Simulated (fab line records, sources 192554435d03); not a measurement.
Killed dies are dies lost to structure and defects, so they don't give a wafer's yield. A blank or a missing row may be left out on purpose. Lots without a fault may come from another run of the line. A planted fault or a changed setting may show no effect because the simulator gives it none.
Split-lot experiment | flow n5_finfet | 7 lots, 21 wafers read, on a route of 1938 steps

THE SPLIT
At N5_ZERO_LAYER_PECVD_02 (deposits SiO2 from SiH4/N2O, target thk 10 nm, time 6 s), the setting time_s was moved away from the recipe's 6 s on 5 of the 21 wafers read, by -9.4% to +12.1%. The other wafers ran this setting at the recipe's value.

The reading is taken at the split's own step.

THE READING
SiO2_of_ZERO_LAYER_PECVD_02.thk_nm (the simulator's own value, which no gauge read), in nm, at N5_ZERO_LAYER_PECVD_02 (deposits SiO2 from SiH4/N2O, target thk 10 nm, time 6 s). The file gives no usual value for it. The 16 wafers here that ran the recipe average 9.961 nm, standard deviation 0.25 nm.

wafer  | tool, chamber at the split | time_s as run, s | against the recipe | SiO2_of_ZERO_LAYER_PECVD_02.thk_nm, nm | against lot-mates on the recipe
L079.2 | pecvd-01, 2                | 6                | recipe             | 9.506                                  | -
L079.5 | pecvd-01, 1                | 6.724            | +12.1%             | 11.23                                  | +1.724
L079.6 | pecvd-01, 2                | 6.724            | +12.1%             | 10.88                                  | +1.374
L080.1 | pecvd-01, 0                | 6                | recipe             | 9.787                                  | -
L080.2 | pecvd-01, 2                | 6                | recipe             | 9.832                                  | -
L080.3 | pecvd-01, 1                | 6                | recipe             | 9.84                                   | -
L082.4 | pecvd-02, 0                | 5.434            | -9.4%              | 9.233                                  | -0.877
L082.5 | pecvd-02, 1                | 6                | recipe             | 10.11                                  | -
L082.6 | pecvd-02, 2                | 5.434            | -9.4%              | 9.37                                   | -0.740
L088.1 | pecvd-01, 1                | 6                | recipe             | 10.03                                  | -
L088.2 | pecvd-01, 0                | 6                | recipe             | 9.894                                  | -
L088.5 | pecvd-01, 2                | 6                | recipe             | 10.07                                  | -
L090.1 | pecvd-01, 1                | 6                | recipe             | 10.1                                   | -
L090.3 | pecvd-01, 2                | 5.465            | -8.9%              | 9.097                                  | -0.978
L090.4 | pecvd-01, 2                | 6                | recipe             | 10.05                                  | -
L094.2 | pecvd-01, 1                | 6                | recipe             | 10.36                                  | -
L094.3 | pecvd-01, 2                | 6                | recipe             | 9.962                                  | -
L094.4 | pecvd-01, 1                | 6                | recipe             | 10.52                                  | -
L097.1 | pecvd-03, 2                | 6                | recipe             | 9.858                                  | -
L097.2 | pecvd-03, 0                | 6                | recipe             | 9.553                                  | -
L097.4 | pecvd-03, 1                | 6                | recipe             | 9.905                                  | -

THE FIT
A straight line over all 21 wafers: SiO2_of_ZERO_LAYER_PECVD_02.thk_nm changes by +0.0849 nm for each +1% of time_s; r = +0.88; the points scatter about the line by 0.24 nm.
The same after taking each lot's own level away (the mean of its wafers on the recipe; 21 wafers): +0.112 nm for each +1%; r = +0.97; scatter 0.16 nm.
On that fit, the largest move of time_s shifts the reading by 1.4 nm.
The lots' own levels span 9.5060 to 10.2807 nm, that is 3.1 times the standard deviation above.
So the lot-to-lot level changes the slope: the two fits differ.
Check: with one of the wafers moved furthest among these (+12.1%) left out of the fit, the line predicts +1.24 nm for it against its lot-mates. It came out at +1.72 nm against them.

THE FILE'S OWN FIT
SiO2_of_ZERO_LAYER_PECVD_02.thk_nm changes by +0.112 nm for each +1% of time_s, r = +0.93.
